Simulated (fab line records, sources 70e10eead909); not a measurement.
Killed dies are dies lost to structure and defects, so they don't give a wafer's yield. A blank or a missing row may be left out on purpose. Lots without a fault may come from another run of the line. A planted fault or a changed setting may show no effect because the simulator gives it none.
Chamber matching | flow nand_harc | NHARC_A_CONTACT_ETCH_106 on rie_diel-11: 3 sister chambers
The step etches the open film in CF4/O2, target depth 60 nm, overetch 6 nm, time 33 s. 3 wafers are shown with their chamber, then 6 later ones without.

WAFERS WITH THEIR CHAMBER
wafer  | chamber | drypump_motor_current_A (A)
L095.4 | 3       | 5.9
L092.6 | 1       | 5.5
L089.1 | 2       | 6.0

WAFERS WITHOUT THEIR CHAMBER
wafer  | drypump_motor_current_A (A)
L089.3 | 5.8
L089.6 | 5.9
L089.2 | 5.5
L089.5 | 6.0
L097.1 | 5.5
L097.6 | 6.0

WHICH CHAMBER EACH WENT THROUGH
wafer  | from the rows above | in truth
L089.3 | 3                   | 3
L089.6 | 3                   | 3
L089.2 | 1                   | 1
L089.5 | 2                   | 2
L097.1 | 1                   | 1
L097.6 | 2                   | 2
Placed correctly: 6 of 6. Can't be placed from these rows: 0. Placed wrongly: 0.
How it was worked out, from the rows above alone: a wafer's distance from a chamber is the root of the sum, over the readings, of the square of ((its reading less the chamber's mean) divided by the reading's scatter). The wafer belongs to the nearest chamber; if the next one is less than 2 further off, it can't be placed. A chamber's mean is the mean of its shown wafers. The scatter: with one shown wafer a chamber, the root of the mean of the squares of how far each hidden wafer lies from its nearest shown one.
